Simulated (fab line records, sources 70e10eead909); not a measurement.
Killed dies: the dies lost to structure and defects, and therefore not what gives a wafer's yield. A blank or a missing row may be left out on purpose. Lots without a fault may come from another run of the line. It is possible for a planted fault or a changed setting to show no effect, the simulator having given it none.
Chamber matching | flow nandHarc | NHARC_A_M1_ETCH_35 on rieDiel-10 has 4 sister chambers
The step etches the open film in N2/H2, target depth 40 nm, overetch 12 nm, time 43.94 s. 4 wafers are shown with their chamber, then 12 later ones without.

== WAFERS PAIRED WITH THEIR CHAMBERS ==
wafer  | chamber | showerheadPlenumPTorr (Torr)
L084.6 | 1       | 2.15
L084.2 | 3       | 2.07
L084.4 | 2       | 2.02
L084.5 | 0       | 2.17

== WAFERS WHOSE CHAMBER IS MISSING ==
wafer  | showerheadPlenumPTorr (Torr)
L089.1 | 2.01
L089.2 | 2.17
L089.3 | 2.07
L089.4 | 2.15
L089.5 | 2.07
L089.6 | 2.01
L095.2 | 2.07
L095.3 | 2.17
L095.6 | 2.01
L097.2 | 2.17
L097.4 | 2.15
L097.5 | 2.15

== WHICH CHAMBER EACH ONE RAN IN ==
wafer  | from the rows above | in truth
L089.1 | 2                   | 2
L089.2 | 0                   | 0
L089.3 | 3                   | 3
L089.4 | 1                   | 1
L089.5 | 3                   | 3
L089.6 | 2                   | 2
L095.2 | 3                   | 3
L095.3 | 0                   | 0
L095.6 | 2                   | 2
L097.2 | 0                   | 0
L097.4 | 1                   | 1
L097.5 | 1                   | 1
12 of 12 placed correctly. From these rows, 0 cannot be placed. Wrongly placed: 0.
How it was worked out, from the rows above alone: a wafer's distance from a chamber is the root of the sum, over the readings, of the square of ((its reading less the chamber's mean) divided by the reading's scatter). If the next closest chamber is less than 2 further off than the closest, the wafer can't be placed; otherwise it belongs to the closest. The mean given for a chamber averages the wafers shown for that chamber. The scatter (one wafer shown for each chamber): square how far every hidden wafer sits from the nearest shown wafer, average those squares and take the square root.
